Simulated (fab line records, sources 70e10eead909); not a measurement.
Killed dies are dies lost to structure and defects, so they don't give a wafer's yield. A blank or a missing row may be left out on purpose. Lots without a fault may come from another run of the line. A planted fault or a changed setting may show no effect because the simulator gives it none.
fab line records | flow nand_harc
record lots=6 wafers=18 last_day=32
route steps=1302 shown P_CONTACT@246 P_M0@253 END@1302
lots that met no fault: from a run of the same line without faults
start_h: hours from the record's first day to the start of the lot's first wafer shown | wait_h: hours since the lot's step before | " the same as in the row above | L1.1+2: a row that stands for several wafers | - no value, or no start given | * or withheld: withheld | < > ~ a bound
route shown NAME@n: a module of which the file shows steps, and the number in the route of the first | usual: mean/standard deviation of fault-free wafers | same: alike in all rows | chamber/n: place in a boat | sites: the reading at each site | _std_site: their standard deviation | _edge_site: outer sites' mean less inner sites' | radius_mm: how far each site lies from the wafer's centre | mask NAME#n: copy n | behind: the tool/chamber that last shaped the wafer | hold: why the lot was held/for how many hours/how that ended | device: the transistor (n, p or np) that didn't switch | end of line: the same wafers' tests at the end of the route | a step without rows: its recipe alone | killed: dies lost to structure and defects at the first sort, not the wafer's yield | map: a wafer's dies, x killed, . not, _ none there
set.NAME: the setting as run; set.NAME@STEP: as run at that earlier step | model.NAME: the simulator's own value behind a step, which no gauge read
lots at some steps of the route; a table a step, a row a wafer
services: from which hour (start_h, from the record's first day; less than 0 if before it) a tool's chamber was out of use, for how many hours, and why
## steps
# step NHARC_P_CONTACT_PVD_32
# recipe target_thk_a=50 chamber_pressure_pa=5 power_w=5000 substrate_temp_c=200 time_s=17.7 material=Ti
# usual substrate_temp_c=200.03/0.15 throttle_valve_pct=29.6/1.2
# columns lot.wafer tool chamber start_h wait_h substrate_temp_c throttle_valve_pct
L564.3 pvd_sputter-02 - - - 200.20 29.3
L564.1 " - " " 200.05 30.5
L564.5 " - " " 200.08 29.5
L569.3 pvd_sputter-02 - - - 200.19 30.3
L569.2 " - " " 199.97 29.5
L569.5 " - " " 200.08 29.0
L570.2 pvd_sputter-02 - - - 200.21 30.7
L570.3 " - " " 200.19 30.3
L570.4 " - " " 200.08 29.2
L576.4 pvd_sputter-03 - - - 199.99 31.1
L576.3 " - " " 199.94 27.2
L576.5 " - " " 199.94 31.0
L577.4 pvd_sputter-01 - - - 199.97 27.4
L577.1 " - " " 199.87 29.1
L577.6 " - " " 200.07 30.4
L578.1 pvd_sputter-03 - - - 199.97 31.1
L578.2 " - " " 199.78 30.1
L578.3 " - " " 199.92 27.3
# step NHARC_P_CONTACT_ALD_22
# recipe target_thk_a=30 pulse_time_s=1 ald_cycles=150 temp_c=450 material=TiN
# usual heater_power_outer_w=672/74 heater_power_w=1048/110 precursor_pulse_height_rel=0.999/0.019 susceptor_temp_C=449.98/0.26
# same ald_cycles=150 pulse_time_s=1
# columns lot.wafer tool chamber start_h wait_h heater_power_outer_w heater_power_w precursor_pulse_height_rel since_wet_clean_h susceptor_temp_C
L564.1 ald_metal-03 3 161.26 - 638 1002 0.976 117 449.85
L564.3 " 0 " " 733 1070 1.022 117 450.17
L564.5 " 1 " " 778 1076 0.999 - 450.06
L569.2 ald_metal-04 1 214.58 - 613 865 1.000 87 450.02
L569.3 " 2 " " 554 838 1.006 87 449.88
L569.5 " 3 " " 610 1027 0.999 - 450.08
L570.3 ald_metal-02 3 216.22 - 670 1052 0.996 130 449.70
L570.2 " 0 " " 794 1193 0.993 130 450.10
L570.4 " 1 " " 614 989 0.994 130 450.20
L576.3 ald_metal-04 1 278.64 - 601 876 0.981 151 449.97
L576.4 " 3 " " 599 1060 1.019 151 449.95
L576.5 " 1 " " 605 886 1.013 - 450.11
L577.1 ald_metal-04 0 289.95 - 674 1091 0.984 162 450.25
L577.4 " 1 " " 604 903 0.997 162 449.77
L577.6 " 2 " " 567 864 1.010 - 450.61
L578.2 ald_metal-03 2 302.75 - 753 1183 1.003 81 450.01
L578.1 " 0 " " 712 1114 1.006 81 449.63
L578.3 " 1 " " 756 1065 1.000 81 450.15
# step NHARC_P_CONTACT_CVD_23
# recipe target_thk_a=2000 temp_c=300 pressure_torr=40 wf6_flow_sccm=40 h2_flow_sccm=1600 ar_flow_sccm=1560 time_s=557 material=W
# usual heater_power_outer_w=261/25 heater_power_w=482/35 mfc_ar_sccm=1559/4.8 susceptor_temp_C=300.01/0.17 throttle_valve_pct=7.76/0.23
# columns lot.wafer tool chamber start_h wait_h heater_power_outer_w heater_power_w mfc_ar_sccm since_wet_clean_h susceptor_temp_C throttle_valve_pct
L564.1 cvd_w-01 0 - - 277 511 1555 145 299.91 8.21
L564.3 " 0 " " 276 525 1549 - 299.87 8.22
L564.5 " 0 " " 280 520 1560 - 300.13 8.16
L569.2 cvd_w-02 0 - - 293 510 1555 114 - 8.15
L569.3 " 1 " " 225 427 1560 - - 7.51
L569.5 " 1 " " 231 425 1562 - - 7.58
L570.2 cvd_w-02 0 - - 290 497 1554 116 300.18 7.78
L570.4 " 1 " " 230 433 1559 - 300.04 7.52
L570.3 " 0 " " 286 496 1558 - 299.76 8.08
L576.3 cvd_w-01 1 - - 267 486 1556 - 299.85 7.85
L576.4 " 0 " " 259 486 1553 - 299.81 7.75
L576.5 " 1 " " 267 490 1560 - 299.81 7.83
L577.1 cvd_w-01 0 - - 257 487 1553 92 300.13 7.47
L577.4 " 1 " " 266 479 1556 - 299.86 7.98
L577.6 " 1 " " 268 490 1561 - 300.07 8.01
L578.2 cvd_w-02 0 - - 308 540 1561 21 299.93 7.75
L578.1 " 1 " " 228 431 1564 21 299.99 7.68
L578.3 " 0 " " 313 523 1569 - 300.07 8.07
# step NHARC_P_CONTACT_CMP_24
# recipe t_overpolish_s=30 target_thk_nm=200
# usual motor_current_A=12.1/0.84 overpolish_run_s=30.000/0.0085 time_to_endpoint_s=40.6/2.3
# columns lot.wafer tool chamber start_h wait_h motor_current_A overpolish_run_s time_to_endpoint_s
L564.1 cmp-02 0 162.15 0.6 13.1 30.003 43.5
L564.3 " 3 " " 12.8 30.001 41.7
L564.5 " 1 " " 12.0 29.989 40.1
L569.3 cmp-04 3 215.41 0.4 13.4 30.003 43.8
L569.2 " 0 " " 11.5 29.992 43.6
L569.5 " 2 " " 11.1 30.006 44.3
L570.3 cmp-01 1 217.07 0.3 12.6 30.006 38.3
L570.4 " 2 " " 12.3 29.995 44.1
L570.2 " 3 " " 10.9 30.001 44.7
L576.4 cmp-01 3 279.55 0.4 10.1 30.002 36.4
L576.3 " 0 " " 12.7 29.999 36.8
L576.5 " 1 " " 12.5 30.001 37.7
L577.4 cmp-02 1 290.76 0.4 11.9 30.005 40.4
L577.1 " 3 " " 12.4 30.008 42.2
L577.6 " 2 " " 12.6 29.989 39.8
L578.2 cmp-01 1 303.60 0.6 12.5 29.997 42.9
L578.3 " 2 " " 13.2 29.990 42.3
L578.1 " 3 " " 10.8 30.019 43.2
# step NHARC_P_CONTACT_SRD_26
# step NHARC_P_CONTACT_INSPECT_27
# usual raw_defect_count=263/120
# columns lot.wafer tool chamber start_h wait_h raw_defect_count
L564.1 defect_inspect-01 - 162.55 0.1 384
L564.3 " - " " 307
L564.5 " - " " 418
L569.2 defect_inspect-01 - 215.80 0.1 196
L569.3 " - " " 205
L569.5 " - " " 176
L570.2 defect_inspect-02 - 217.45 0.1 280
L570.3 " - " " 432
L570.4 " - " " 384
L576.3 defect_inspect-02 - 279.93 0.1 415
L576.4 " - " " 270
L576.5 " - " " 225
L577.1 defect_inspect-01 - 291.16 0.1 560
L577.4 " - " " 407
L577.6 " - " " 220
L578.1 defect_inspect-01 - 304.01 0.1 149
L578.2 " - " " 193
L578.3 " - " " 128
# step NHARC_P_M0_DEP_00
# recipe target_thk_a=1500 target_thk_nm=150 temp_c=withheld pressure_torr=5 flow_sccm=200 rf_w=600 material=SiOC
# step NHARC_P_M0_DEHYDRATE_01
# recipe temp_c=150 time_s=120
# step NHARC_P_M0_HMDS_02
# recipe time_s=30
# step NHARC_P_M0_COAT_33
# recipe temp_c=200 time_s=65
# step NHARC_P_M0_COAT_03
# recipe spin_rpm=1500 resist_thk_nm=90
# step NHARC_P_M0_SOFTBAKE_04
# recipe temp_c=105 time_s=55
# usual heater_power_total_W=188.44/0.13
# columns lot.wafer tool chamber start_h wait_h heater_power_total_W
L564.1 litho_track-06 0 163 - 188.37
L564.3 " 0 " " 188.65
L564.5 " 0 " " 188.42
L569.2 litho_track-06 0 216 - 174.60
L569.3 " 0 " " 174.40
L569.5 " 0 " " 174.50
L570.2 litho_track-06 0 217 - 174.24
L570.3 " 0 " " 174.66
L570.4 " 0 " " 174.32
L576.3 litho_track-04 0 280 - 188.49
L576.4 " 0 " " 188.67
L576.5 " 0 " " 188.32
L577.1 litho_track-01 0 291 - 188.42
L577.4 " 0 " " 188.42
L577.6 " 0 " " 188.38
L578.1 litho_track-01 0 304 - 188.33
L578.2 " 0 " " 188.29
L578.3 " 0 " " 188.30
# step NHARC_P_M0_EBR_05
# step NHARC_END_SORT_01
# recipe temp_c=25
# usual defect_limited_yield=90.3/3 killed_at_array=60/21 killed_at_other=1.0/1.2 killed_at_periphery=4.2/2.8 killed_dies=65/20 killed_open=3.1/1.8 killed_short=2.6/1.6
# same gross_dies=677
# columns lot.wafer tool chamber start_h wait_h defect_limited_yield[%] killed_at_array killed_at_other killed_at_periphery killed_dies killed_open killed_short
L564.1 prober-02 0 592.62 2.5 89.7 59 2 9 70 3 1
L564.3 prober-02 0 594.25 3.1 89.5 62 2 7 71 4 3
L564.5 prober-02 0 595.87 3.8 87.1 81 0 6 87 4 4
L570.2 prober-02 0 649.39 2.8 90.7 62 0 1 63 5 6
L570.3 prober-02 0 650.20 3.1 92.0 54 0 0 54 3 1
L570.4 prober-02 0 651.00 3.4 90.5 63 0 1 64 1 2
L569.2 prober-01 0 649.39 2.8 90.4 58 0 7 65 7 3
L569.3 prober-01 0 650.20 3.1 91.4 54 1 3 58 1 1
L569.5 prober-01 0 651.81 3.7 92.5 49 0 2 51 5 2
L577.1 prober-01 0 722.50 2.5 88.2 77 2 1 80 1 3
L577.4 prober-01 0 724.89 3.4 89.4 68 1 3 72 3 0
L577.6 prober-01 0 726.49 4.0 88.5 74 0 4 78 2 2
L576.3 prober-02 0 737.15 3.1 86.0 88 0 7 95 5 2
L576.4 prober-02 0 737.95 3.4 88.0 76 0 5 81 6 2
L576.5 prober-02 0 738.75 3.7 84.5 94 0 11 105 9 4
L578.1 prober-02 0 764.95 2.5 93.2 44 2 0 46 2 3
L578.2 prober-02 0 765.75 2.8 94.1 36 0 4 40 5 4
L578.3 prober-02 0 766.55 3.1 95.4 29 0 2 31 0 1
# killed by level:class
L564.1 A_CHANNEL_HOLE_D1:chamber_film_flake=25 A_CHANNEL_HOLE_D2:chamber_film_flake=23 P_GATE:chamber_film_flake=8 A_CONTACT:chamber_film_flake=3 A_STAIRCASE:chamber_film_flake=2 THIN_TSV:chamber_film_flake=2 A_SOURCE_PLATE:geometric_particle:open=1 A_CHANNEL_HOLE_D2:geometric_particle:short=1
L564.3 A_CHANNEL_HOLE_D1:chamber_film_flake=28 A_CHANNEL_HOLE_D2:chamber_film_flake=26 P_GATE:chamber_film_flake=4 A_CONTACT:chamber_film_flake=4 P_GATE:geometric_particle:short=1 P_M0:geometric_particle:open=1 P_M2:geometric_particle:short=1 A_DECK1_JOINT:geometric_particle:open=1
L564.5 A_CHANNEL_HOLE_D1:chamber_film_flake=33 A_CHANNEL_HOLE_D2:chamber_film_flake=32 A_CONTACT:chamber_film_flake=7 P_GATE:chamber_film_flake=4 A_STAIRCASE:chamber_film_flake=2 P_CONTACT:geometric_particle:short=1 P_M0:geometric_particle:open=1 A_ONON_D1:geometric_particle:short=1
L570.2 A_SLIT:chamber_film_flake=17 A_CHANNEL_HOLE_D1:chamber_film_flake=12 A_CHANNEL_HOLE_D2:chamber_film_flake=11 A_CONTACT:chamber_film_flake=10 A_ONON_D2:geometric_particle:open=2 A_M0:geometric_particle:open=2 A_CHANNEL_FILL_D2:chamber_film_flake=2 P_M0:geometric_particle:short=1
L569.2 A_CHANNEL_HOLE_D1:chamber_film_flake=33 A_SGD_CUT:chamber_film_flake=10 P_CONTACT:geometric_particle:open=2 P_M0:geometric_particle:open=2 P_CONTACT:chamber_film_flake=2 A_CHANNEL_HOLE_D2:unspecified=2 A_CONTACT:chamber_film_flake=2 P_M0:geometric_particle:short=1
L570.3 A_CHANNEL_HOLE_D2:chamber_film_flake=19 A_SLIT:chamber_film_flake=15 A_CHANNEL_HOLE_D1:chamber_film_flake=7 A_CONTACT:chamber_film_flake=4 A_CHANNEL_FILL_D1:geometric_particle:short=1 A_ONON_D2:geometric_particle:open=1 A_M0:geometric_particle:open=1 A_M1:geometric_particle:open=1
L569.3 A_CHANNEL_HOLE_D1:chamber_film_flake=33 A_SGD_CUT:chamber_film_flake=7 A_CHANNEL_HOLE_D2:chamber_film_flake=3 P_CONTACT:chamber_film_flake=2 A_ZERO_WELL:chamber_film_flake=2 A_STAIRCASE:chamber_film_flake=2 A_CONTACT:chamber_film_flake=2 A_ONON_D1:geometric_particle:open=1
L570.4 A_SLIT:chamber_film_flake=35 A_CHANNEL_HOLE_D2:chamber_film_flake=9 A_CHANNEL_HOLE_D1:chamber_film_flake=5 A_CONTACT:chamber_film_flake=4 A_STAIRCASE:chamber_film_flake=3 A_CHANNEL_FILL_D2:chamber_film_flake=2 P_M0:geometric_particle:short=1 A_ONON_D2:geometric_particle:open=1
L569.5 A_CHANNEL_HOLE_D1:chamber_film_flake=30 A_SGD_CUT:chamber_film_flake=4 A_CHANNEL_HOLE_D2:unspecified=3 P_CONTACT:geometric_particle:open=1 A_CHANNEL_HOLE_D1:geometric_particle:open=1 A_CHANNEL_FILL_D1:geometric_particle:short=1 A_ONON_D2:geometric_particle:open=1 A_CHANNEL_HOLE_D2:geometric_particle:open=1
L577.1 A_SLIT:chamber_film_flake=31 A_CHANNEL_HOLE_D1:chamber_film_flake=30 A_STAIRCASE:chamber_film_flake=5 A_CHANNEL_FILL_D1:chamber_film_flake=3 A_ZERO_WELL:chamber_film_flake=2 A_SOURCE_PLATE:geometric_particle:short=1 A_ONON_D2:geometric_particle:short=1 A_M0:geometric_particle:short=1
L577.4 A_CHANNEL_HOLE_D1:chamber_film_flake=36 A_SLIT:chamber_film_flake=17 A_STAIRCASE:chamber_film_flake=6 P_GATE:chamber_film_flake=2 A_CHANNEL_FILL_D1:chamber_film_flake=2 P_GATE:geometric_particle:open=1 A_BLC:geometric_particle:open=1 A_M0:geometric_particle:open=1
L577.6 A_SLIT:chamber_film_flake=32 A_CHANNEL_HOLE_D1:chamber_film_flake=27 A_STAIRCASE:chamber_film_flake=7 P_GATE:chamber_film_flake=2 P_M1:geometric_particle:short=1 A_ONON_D1:geometric_particle:open=1 A_SGD_CUT:geometric_particle:short=1 A_M0:geometric_particle:open=1
L576.3 A_CHANNEL_HOLE_D1:chamber_film_flake=32 A_SLIT:chamber_film_flake=27 A_CHANNEL_HOLE_D2:chamber_film_flake=11 A_CONTACT:chamber_film_flake=7 P_M1:chamber_film_flake=4 A_STAIRCASE:chamber_film_flake=4 A_ONON_D1:geometric_particle:open=2 P_GATE:chamber_film_flake=2
L576.4 A_CHANNEL_HOLE_D1:chamber_film_flake=28 A_SLIT:chamber_film_flake=14 A_CONTACT:chamber_film_flake=14 A_CHANNEL_HOLE_D2:chamber_film_flake=8 A_M0:geometric_particle:open=2 P_STI:chamber_film_flake=2 A_STAIRCASE:chamber_film_flake=2 P_M0:geometric_particle:open=1
L576.5 A_CHANNEL_HOLE_D1:chamber_film_flake=28 A_CHANNEL_HOLE_D2:chamber_film_flake=20 A_SLIT:chamber_film_flake=19 A_CONTACT:chamber_film_flake=14 A_STAIRCASE:chamber_film_flake=4 A_CHANNEL_FILL_D2:geometric_particle:open=2 P_GATE:chamber_film_flake=2 P_M1:chamber_film_flake=2
L578.1 A_CHANNEL_HOLE_D2:chamber_film_flake=21 A_CHANNEL_HOLE_D1:chamber_film_flake=7 A_SLIT:chamber_film_flake=4 A_CHANNEL_HOLE_D2:geometric_particle:short=2 A_M0:geometric_particle:open=2 A_CONTACT:chamber_film_flake=2 A_BLC:chamber_film_flake=2 THIN_TSV:chamber_film_flake=2
L578.2 A_CHANNEL_HOLE_D2:chamber_film_flake=9 A_CHANNEL_HOLE_D1:chamber_film_flake=4 A_BLC:chamber_film_flake=4 A_CONTACT:chamber_film_flake=3 A_STAIRCASE:chamber_film_flake=3 A_SLIT:chamber_film_flake=3 A_DECK1_JOINT:geometric_particle:open=2 A_WL_FILL:geometric_particle:short=2
L578.3 A_CHANNEL_HOLE_D2:chamber_film_flake=14 A_SLIT:chamber_film_flake=4 A_CHANNEL_HOLE_D1:chamber_film_flake=3 A_BLC:chamber_film_flake=3 A_CHANNEL_FILL_D2:geometric_particle:short=1 P_STI:chamber_film_flake=1 P_M0:chamber_film_flake=1 A_ZERO_WELL:chamber_film_flake=1
## services
# columns tool chamber start_h hours kind
ald_metal-03 2 142.88 19.4 repair
litho_track-01 - 155.00 7.0 pm
pvd_sputter-02 - 155.54 1.2 repair
cmp-02 - 163.65 1.8 repair
cmp-04 - 166.10 0.3 repair
pvd_sputter-03 - 170.00 10.0 pm
litho_track-06 - 179.00 7.0 pm
cmp-01 - 179.81 1.3 repair
pvd_sputter-01 - 181.12 5.5 repair
cvd_w-01 - 185.00 13.0 pm
ald_metal-04 1 185.04 2.8 repair
cmp-01 - 185.50 4.0 pm
cvd_w-02 - 189.99 0.7 repair
litho_track-04 - 203.01 7.0 pm
cvd_w-02 - 207.17 2.5 repair
ald_metal-03 - 212.11 10.0 pm
cmp-01 - 227.82 3.5 repair
ald_metal-04 1 230.18 24.7 repair
cmp-02 - 232.58 4.0 pm
cvd_w-02 - 269.00 13.0 pm
cmp-01 - 270.18 2.5 repair
pvd_sputter-02 - 276.73 14.3 repair
cmp-01 - 283.55 4.0 pm
ald_metal-04 - 296.00 10.0 pm
## key
first_sign step=NHARC_P_M0_SOFTBAKE_04 reading=heater_power_total_W direction=down sigmas=99+ usual=* struck=*
effect none on later readings
met_at NHARC_P_M0_SOFTBAKE_04
struck_wafers L569.2,L569.3,L569.5,L570.2,L570.3,L570.4
onset_between 163 216
fault kind=process_parameter_drift tool=litho_track-06 chamber=- onset_h=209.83 steps=NHARC_P_M0_SOFTBAKE_04 channel=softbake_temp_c offset=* shape=step end_h=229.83 acts_in=* stated=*
